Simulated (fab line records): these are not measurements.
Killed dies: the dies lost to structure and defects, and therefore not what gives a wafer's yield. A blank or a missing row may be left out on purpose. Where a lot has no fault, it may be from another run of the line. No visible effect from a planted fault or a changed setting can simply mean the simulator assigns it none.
Chamber matching | flow nandHarc | NHARC_P_GATE_DESCUM_93 on rieDiel-13: 4 sister chambers
The step chemistry O2, time 3 s. 4 wafers are shown with their chamber, then 7 later ones without.

== EACH WAFER AND ITS CHAMBER ==
wafer  | chamber | drypumpMotorCurrentA (A)
L088.3 | 1       | 5.8
L088.6 | 3       | 6.4
L090.3 | 2       | 5.4
L090.4 | 0       | 5.2

== WAFERS WHOSE CHAMBER IS MISSING ==
wafer  | drypumpMotorCurrentA (A)
L090.5 | 5.8
L095.3 | 5.3
L095.4 | 5.8
L095.5 | 6.5
L097.2 | 6.4
L097.4 | 5.8
L097.6 | 5.3

== WHICH CHAMBER EACH WENT THROUGH ==
wafer  | from the rows above     | in truth
L090.5 | 1                       | 1
L095.3 | can't be placed: 0 or 2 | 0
L095.4 | 1                       | 1
L095.5 | 3                       | 3
L097.2 | 3                       | 3
L097.4 | 1                       | 1
L097.6 | can't be placed: 0 or 2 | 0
Correct placement for 5 of the 7. Unplaceable from these rows: 2, with the true chamber sitting among the candidates in 2. 0 placed wrongly.
How it was worked out, from the rows above alone: a wafer's distance from a chamber is the root of the sum, over the readings, of the square of ((its reading less the chamber's mean) divided by the reading's scatter). The wafer belongs to the nearest chamber; if the next one is less than 2 further off, it can't be placed. Each chamber's mean is taken over the wafers shown for it. The scatter (one wafer shown for each chamber): square how far every hidden wafer sits from the nearest shown wafer, average those squares and take the square root.
